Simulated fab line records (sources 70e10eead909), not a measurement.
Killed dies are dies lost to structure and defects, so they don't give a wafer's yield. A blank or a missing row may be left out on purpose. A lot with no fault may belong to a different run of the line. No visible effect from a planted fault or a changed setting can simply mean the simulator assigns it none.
8D (eight disciplines) problem report, filled in by code || flow nand-harc || the parts of the form that need people (team, actions taken, sign-off) are left out

## 1. THE PROBLEM
Mean of heater-power-total-W at NHARC_P_CONTACT_SOFTBAKE_07: 193.16 W across 9 wafers in 3 lots; on wafers with no fault it is 188.46 W (standard deviation 0.14). Measured from the usual mean, that is +34 standard deviations.
The step: time 55 s.
First observed at day 11 20:00: wafer L319.2, on litho-track-01. The record holds 39 wafers of 13 lots with a number at this step. Rule for "out", or "out of limits": more than 4 standard deviations from the usual mean. The rest of the wafers with a number are treated as sound.

## 2. WHAT IT IS AND WHAT IT IS NOT
{"question": "which readings at this step", "is": "heater-power-total-W", "is not": "-"}
{"question": "which lots", "is": "L319, L323, L324", "is not": "L306, L308, L310, L311, L312, L315, L325, L327, L328, L329"}
{"question": "which wafers of those lots", "is": "all that have a number", "is not": "-"}
{"question": "read on which tools", "is": "litho-track-01", "is not": "litho-track-04, litho-track-06"}
{"question": "when", "is": "from day 11 20:00", "is not": "up to then (18 sound wafers); but 12 sound wafers of L325, L327, L328, L329 came after"}

## 3. THE SUSPECTS, EACH WITH WHAT RULES IT OUT
Counting: a tool stays on the suspect list if, at a process step up to the reading, it processed all lots that are out and no sound lot following the first of them.
- rie-diel-02 at NHARC_P_GATE_DESCUM_93 (chemistry O2, time 3 s): ruled out as a lasting fault. The sound lots L329 went through it after L319, its earliest lot that is out (day 11 15:46).
- litho-track-01 at NHARC_P_CONTACT_SOFTBAKE_07 (time 55 s): kept. It processed each lot that is out, first L319 at day 11 20:00, and no sound lot thereafter; up to then, the last sound lot it processed was L315 at day 10 04:00. On those wafers its own readings are out: heater-power-total-W.
After counting, what remains is litho-track-01 at NHARC_P_CONTACT_SOFTBAKE_07.

## 4. THE CAUSE (what the simulator had put in)
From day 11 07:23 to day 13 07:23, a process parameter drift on litho-track-01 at NHARC_P_CONTACT_SOFTBAKE_07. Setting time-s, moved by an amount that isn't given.
This tool alone remained once counting was done.

## 5. THE CHAIN OF EFFECTS, in route order
Rows list readings where the struck wafers' mean (over those with a number) sits beyond 3 standard deviations from the usual. Readings are gone through only where the record gives a usual standard deviation; hours: the median, over the lots, of the time from a lot's start at the first step in this table giving one to that lot's start at this step; sigmas: the change measured in usual standard deviations.
{"hours": 0, "step": "NHARC_P_CONTACT_SOFTBAKE_07", "reading": "heater-power-total-W", "usual": "188.46 W", "on struck wafers": 193.16, "change": "+4.70", "sigmas": "+34"}
Here are the process steps it includes:
- NHARC_P_CONTACT_SOFTBAKE_07: time 55 s.
Later steps that measure or inspect, where all struck wafers having a row at the step show a number for every such reading and not one has moved that far: NHARC_END_SORT_01.

## 6. HOW IT WOULD HAVE BEEN CAUGHT EARLIER
In this record no reading fell out of limits until day 11 20:00, 13 hours after the fault had begun at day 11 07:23.
